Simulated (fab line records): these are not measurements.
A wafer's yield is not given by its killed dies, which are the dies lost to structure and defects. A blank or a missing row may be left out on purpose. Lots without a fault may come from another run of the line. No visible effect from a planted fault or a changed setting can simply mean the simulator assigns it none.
Struck lot and sound lot, side by side | flow n5 finfet | 16 out of 1938 route steps
Sound: the wafers L115.2, L115.4, L115.6. Struck: wafer L126.1; the same lot's L126.3 was not struck, so it is left out; see the end for the cause.
For every step that has rows: the tool of each side, followed by ch and its chambers, followed by its first start. Under that, the readings that differ: sound wafers | struck wafers | difference of the means | sigmas: that difference in standard deviations of wafers without a fault.
alike: same words and numbers on both sides, and readings whose means sit less than 2 such deviations apart. not compared: any withheld reading, any reading some wafer has no value for, any bound like >300 that may hide the same value, and any number with overlapping values for which the record gives no deviation.
Wherever a step has rows on one side only, a row that says differs or no value, or a row with sigmas, the two part there. When numbers do not overlap yet have no deviation, they are printed without sigmas and do not part them. Lack of a reading on every wafer of one side parts them only where that side has two or more wafers.

N5_HKMG_FIN_INSPECT_61: inspects for defects (macro).
  sound on defect inspect-02, day 6 08:46; struck on defect inspect-01, day 8 22:21
  alike: raw defect count
then, 1 step without rows for these wafers: N5_HKMG_FIN_DESCUM_53 (chemistry O2, time 7.9 s).
N5_HKMG_FIN_ETCH_54: etches SiARC in CF4, target depth 45.5 nm, time 75.8 s.
  sound on rie diel-04 ch 1,2, day 6 08:50; struck on rie diel-01 ch 2, day 8 22:29
  alike: drypump motor current A, etch rf on time s, oes product au, rf vpp V, showerhead plenum p Torr, throttle valve pct
  not compared: rf hours counter h
N5_HKMG_FIN_ETCH_55: etches SOC in N2/H2, target depth 240 nm, time 300 s.
  sound on rie diel-04 ch 1,2, day 6 08:53; struck on rie diel-01 ch 2, day 8 22:32
  alike: drypump motor current A, oes product au, rf vpp V, showerhead plenum p Torr, throttle valve pct
  not compared: rf hours counter h
then, 3 steps without rows for these wafers: N5_HKMG_FIN_STRIP_56 (strips in N2/H2); N5_HKMG_FIN_STRIP_57 (strips in CF4); N5_HKMG_FIN_ETCH_58 (etches SOC in N2/H2, target depth 215.8 nm, time 741 s).
N5_HKMG_FIN_STRIP_93: strips SOC in N2/H2, time 20 s.
  sound on rie diel-04 ch 1,2, day 6 09:32; struck on rie diel-01 ch 2, day 8 23:10
  reading     | sound             | struck | difference | sigmas
  power w (W) | 499.1 497.9 498.1 | 502.9  | +4.5       | +3
  alike: drypump motor current A, oes product au, rf vpp V, showerhead plenum p Torr, throttle valve pct
  not compared: rf hours counter h
then, 1 step without rows for these wafers: N5_HKMG_FIN_WET_ETCH_76 (etches Al2O3 in dNH4OH, stops on La2O3, target depth 2.25 nm, rinse time 30 s).
N5_HKMG_FIN_STRIP_60: strips in N2/H2, time 360 s.
  sound on plasma asher-01 ch 0,1, day 6 09:41; struck on plasma asher-01 ch 1, day 8 23:19
  alike: drypump motor current A, heater power w
  not compared: rf hours counter h
then, 2 steps without rows for these wafers: N5_HKMG_FIN_WET_ETCH_77 (etches La2O3 in dHCl, stops on HfO2, target depth 2 nm); N5_HKMG_FIN_WET_ETCH_78 (etches Al2O3 in dNH4OH, stops on La2O3, target depth 4.5 nm, rinse time 30 s).
N5_HKMG_FIN_ALD_79: deposits TiN, target thk 1.5 nm, pulse time 1 s, purge time 3 s.
  sound on ald metal-01 ch 1,2, day 6 10:10; struck on ald metal-03 ch 1, day 8 23:50
  reading                                  | sound       | struck | difference | sigmas
  ald cycles                               | 68 68 68    | 98     | +30        |
  model.TiN_of_HKMG_FIN_ALD_79.thk nm (nm) | 1.4 1.4 1.6 | 2.2    | +0.7       |
  alike: heater power w, precursor pulse height rel
N5_HKMG_FIN_CVD_62: deposits a-Si from Si2H6, target thk 3 nm, time 20.8 s.
  sound on thermal cvd si-02 ch 0,1,2, day 6 10:32; struck on thermal cvd si-01 ch 0, day 9 00:11
  alike: heater power w
-- a jump in the record: the struck wafers' starts before and after are 4 days apart (it breaks off in module HKMG_FIN and resumes in module BEOL_M4, where the first step shown is number 1111 of the route) --
N5_BEOL_M4_RC_MEAS_101:
  sound on prober-02 ch 0, day 10 08:28; struck on prober-01 ch 0, day 12 19:57
  reading       | sound       | struck | difference | sigmas
  ION_P (uA/um) | 464 464 460 | 475    | +12        | +2
  alike: DIBL_N, DIBL_P, IOFF_N, IOFF_P, ION_N, SS_N, SS_P, VT_N, VT_P
-- record jumps: 4 days separate the struck wafers' starts on either side; left off in module BEOL_M4, taken up again in module PASSIVATION, whose first shown step is the route's number 1936 --
N5_PASSIVATION_PROBE_49:
  the record has rows for the struck wafers here (prober-01, day 17 03:16) and none for the sound ones

## WHERE THEY PART
First at N5_HKMG_FIN_STRIP_93; last, within this record, at N5_PASSIVATION_PROBE_49.

WHY: what had been put in by the simulator
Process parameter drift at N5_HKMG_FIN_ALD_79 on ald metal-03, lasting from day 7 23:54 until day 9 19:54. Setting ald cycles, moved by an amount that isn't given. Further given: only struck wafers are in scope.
